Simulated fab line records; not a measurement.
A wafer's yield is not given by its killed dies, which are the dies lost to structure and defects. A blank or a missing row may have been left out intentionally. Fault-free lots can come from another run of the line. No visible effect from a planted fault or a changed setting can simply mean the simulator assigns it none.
Split-lot trial	flow n5Finfet	21 wafers read from 7 lots, route of 1938 steps

== THE SPLIT ITSELF ==
At N5_SD_EPI_N_PEB_07 (peb time 60 s), the setting pebTimeS was moved away from the recipe's 60 s on 7 of the 21 wafers read, by -16.6% to +12.1%. This setting was run at the recipe's value on the other wafers.

== SPLIT TO READING: what lies between them in the file, 1 step ==
- N5_SD_EPI_N_DEVELOP_08: develop time 30 s

== THE READING ==
cdNm, in nm, at N5_SD_EPI_N_CD_MEAS_09 (target cd 120 nm). A value of 120.1 nm with a standard deviation of 1 nm is what fault-free wafers of this fab line usually give.

wafer	tool, chamber at the split	pebTimeS as run, s	against the recipe	cdNm, nm	against lot-mates on the recipe
L078.1	lithoTrack-02, 0	60	recipe	121.9	-
L078.2	lithoTrack-02, 0	60	recipe	120.9	-
L078.3	lithoTrack-02, 0	55.74	-7.1%	117.2	-4.2
L081.1	lithoTrack-01, 0	55.79	-7.0%	117.3	-2.0
L081.3	lithoTrack-01, 0	60	recipe	119.5	-
L081.6	lithoTrack-01, 0	60	recipe	119.0	-
L089.3	lithoTrack-02, 0	60	recipe	121.2	-
L089.5	lithoTrack-02, 0	60	recipe	122.2	-
L089.6	lithoTrack-02, 0	65.4	+9.0%	123.5	+1.8
L090.1	lithoTrack-01, 0	60	recipe	119.8	-
L090.5	lithoTrack-01, 0	60	recipe	119.6	-
L090.6	lithoTrack-01, 0	60	recipe	120.0	-
L094.1	lithoTrack-05, 0	67.23	+12.1%	122.3	+2.3
L094.2	lithoTrack-05, 0	67.23	+12.1%	124.1	+4.1
L094.5	lithoTrack-05, 0	60	recipe	120.0	-
L096.1	lithoTrack-05, 0	60	recipe	121.1	-
L096.2	lithoTrack-05, 0	60	recipe	119.3	-
L096.4	lithoTrack-05, 0	60	recipe	120.6	-
L097.1	lithoTrack-01, 0	60	recipe	119.7	-
L097.2	lithoTrack-01, 0	50.04	-16.6%	113.0	-6.7
L097.3	lithoTrack-01, 0	50.04	-16.6%	111.7	-8.0

THE FIT
A straight line over all 21 wafers: cdNm changes by +0.392 nm for each +1% of pebTimeS; r = +0.93; the points scatter about the line by 1.1 nm.
The same after taking each lot's own level away (the mean of its wafers on the recipe; 21 wafers): +0.368 nm for each +1%; r = +0.95; scatter 0.86 nm.
That fit puts the effect of the largest move of pebTimeS on the reading at 6.1 nm.
Across the lots, their own levels run from 119.25 to 121.70 nm, a range of 2.5 times the standard deviation given above.
Hence the lot-to-lot level has little effect on the slope; both slopes agree.
Check: for one of the wafers moved furthest among these (-16.6%), held out of the fit, the line's prediction against its lot-mates is -6.35 nm. Against them it came out at -6.7 nm.

== FURTHER SPLITS ON THESE WAFERS ==
Other splits were also applied to these wafers ahead of the reading. Each is held against what the fit with the lots' levels taken away leaves over:
other split on the same wafers	wafers away from the commonest value	r with cdNm (lot level and that fit taken away)
N5_ZERO_LAYER_EXPOSE_08 doseMj	7	-0.21
N5_WELL_APT_EXPOSE_22 doseMj	9	-0.14
N5_WELL_APT_PEB_23 pebTempC	9	-0.26
N5_FIN_SAQP_FIN_ETCH_36 icpW	8	-0.06
N5_SD_EPI_N_COAT_33 spinRpm	7	-0.07

== THE WHOLE CHAIN: every reading that the file lists as answering this split, in the file's order ==
step	what it does	reading	change (the file's fit)	r (the file's)
N5_SD_EPI_N_CD_MEAS_09	target cd 120 nm	cdNm	+0.365 nm for each +1% of the setting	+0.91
N5_SD_EPI_N_DESCUM_14	chemistry O2, time 7.9 s	SD_EPI_N.cdNm (the simulator's own value, which no gauge read)	+0.372 nm for each +1% of the setting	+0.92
N5_SD_EPI_N_ETCH_35	etches SOC in N2/H2, overetch 108 nm, time 486 s	SD_EPI_N.cdNm (the simulator's own value, which no gauge read)	+0.416 nm for each +1% of the setting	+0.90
N5_SD_EPI_N_ETCHBACK_44	etches SiNx in CH3F/O2, stops on SiO2, target depth 14.5 nm	SD_EPI_N.cdNm (the simulator's own value, which no gauge read)	+0.412 nm for each +1% of the setting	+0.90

== THE FILE'S OWN FIT ==
cdNm changes by +0.365 nm for each +1% of pebTimeS, r = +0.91.
